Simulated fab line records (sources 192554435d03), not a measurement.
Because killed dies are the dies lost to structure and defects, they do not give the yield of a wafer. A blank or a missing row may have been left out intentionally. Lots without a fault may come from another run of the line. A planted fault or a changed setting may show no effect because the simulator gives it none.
Matching of chambers + flow n5-finfet + N5_MOL_CONTACT_COAG_DESCUM_13 on rie-diel-06 has 4 sister chambers
The step chemistry O2, time 7 s. 22 wafers are shown with their chamber, then 11 later ones without.

== EACH WAFER AND ITS CHAMBER ==
| wafer  | chamber | showerhead-plenum-p-Torr (Torr) | throttle-valve-pct (%) | drypump-motor-current-A (A) |
|--------|---------|---------------------------------|------------------------|-----------------------------|
| L075.1 | 2       | 2.01                            | 20.81                  | 5.1                         |
| L075.3 | 3       | 2.22                            | 20.18                  | 5.8                         |
| L075.6 | 2       | 2.01                            | 20.78                  | 5.1                         |
| L077.1 | 2       | 2.01                            | 20.83                  | 5.1                         |
| L077.3 | 0       | 2.08                            | 20.83                  | 5.9                         |
| L077.6 | 0       | 2.08                            | 20.85                  | 5.8                         |
| L078.1 | 3       | 2.22                            | 20.18                  | 5.7                         |
| L078.4 | 1       | 1.97                            | 20.88                  | 5.9                         |
| L078.5 | 0       | 2.08                            | 20.85                  | 5.8                         |
| L083.4 | 0       | 2.08                            | 20.84                  | 5.8                         |
| L083.5 | 1       | 1.97                            | 20.90                  | 5.9                         |
| L083.6 | 3       | 2.22                            | 20.20                  | 5.8                         |
| L085.2 | 0       | 2.07                            | 20.85                  | 5.8                         |
| L085.4 | 2       | 2.01                            | 20.84                  | 5.1                         |
| L085.6 | 0       | 2.07                            | 20.87                  | 5.8                         |
| L087.1 | 2       | 2.01                            | 20.84                  | 5.1                         |
| L087.2 | 0       | 2.07                            | 20.87                  | 5.8                         |
| L087.6 | 2       | 2.01                            | 20.82                  | 5.1                         |
| L088.1 | 2       | 2.01                            | 20.84                  | 5.1                         |
| L088.4 | 2       | 2.01                            | 20.83                  | 5.1                         |
| L088.6 | 3       | 2.22                            | 20.21                  | 5.7                         |
| L092.2 | 0       | 2.07                            | 20.88                  | 5.8                         |

SIGNATURES (averages over the wafers above)
| reading                  | chamber 0 | chamber 1 | chamber 2 | chamber 3 | scatter within a chamber |
|--------------------------|-----------|-----------|-----------|-----------|--------------------------|
| showerhead-plenum-p-Torr | 2.0750    | 1.9700    | 2.0100    | 2.2200    | 0.00333                  |
| throttle-valve-pct       | 20.8550   | 20.8900   | 20.8238   | 20.1925   | 0.018                    |
| drypump-motor-current-A  | 5.812     | 5.900     | 5.100     | 5.750     | 0.0323                   |
Rule: a wafer's distance from a chamber is the root of the sum, over the readings, of the square of ((its reading less the chamber's mean) divided by the reading's scatter). If the next closest chamber is less than 2 further off than the closest, the wafer can't be placed; otherwise it belongs to the closest. The scatter: the root of (the sum of the squares of (reading less its chamber's mean) over the shown wafers, divided by (wafers less chambers)).

== WAFERS WHOSE CHAMBER IS MISSING ==
| wafer  | showerhead-plenum-p-Torr (Torr) | throttle-valve-pct (%) | drypump-motor-current-A (A) |
|--------|---------------------------------|------------------------|-----------------------------|
| L092.3 | 2.21                            | 20.22                  | 5.8                         |
| L092.5 | 2.07                            | 20.89                  | 5.8                         |
| L093.1 | 2.22                            | 20.55                  | 5.9                         |
| L093.4 | 2.21                            | 20.23                  | 5.7                         |
| L093.6 | 2.22                            | 20.54                  | 5.9                         |
| L096.3 | 2.07                            | 20.90                  | 5.8                         |
| L096.4 | 2.22                            | 20.56                  | 5.9                         |
| L096.5 | 2.07                            | 20.89                  | 5.8                         |
| L097.2 | 2.22                            | 20.59                  | 5.9                         |
| L097.3 | 2.21                            | 20.25                  | 5.8                         |
| L097.4 | 2.07                            | 20.89                  | 5.8                         |

== EACH ONE'S CHAMBER ==
| wafer  | from the rows above | in truth                   |
|--------|---------------------|----------------------------|
| L092.3 | 3                   | 3                          |
| L092.5 | 0                   | 0                          |
| L093.1 | 3                   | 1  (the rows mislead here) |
| L093.4 | 3                   | 3                          |
| L093.6 | 3                   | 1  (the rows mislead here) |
| L096.3 | 0                   | 0                          |
| L096.4 | 3                   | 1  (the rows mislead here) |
| L096.5 | 0                   | 0                          |
| L097.2 | 3                   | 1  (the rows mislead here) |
| L097.3 | 3                   | 3                          |
| L097.4 | 0                   | 0                          |
Placed correctly: 7 of 11. Can't be placed from these rows: 0. Placed wrongly: 4.
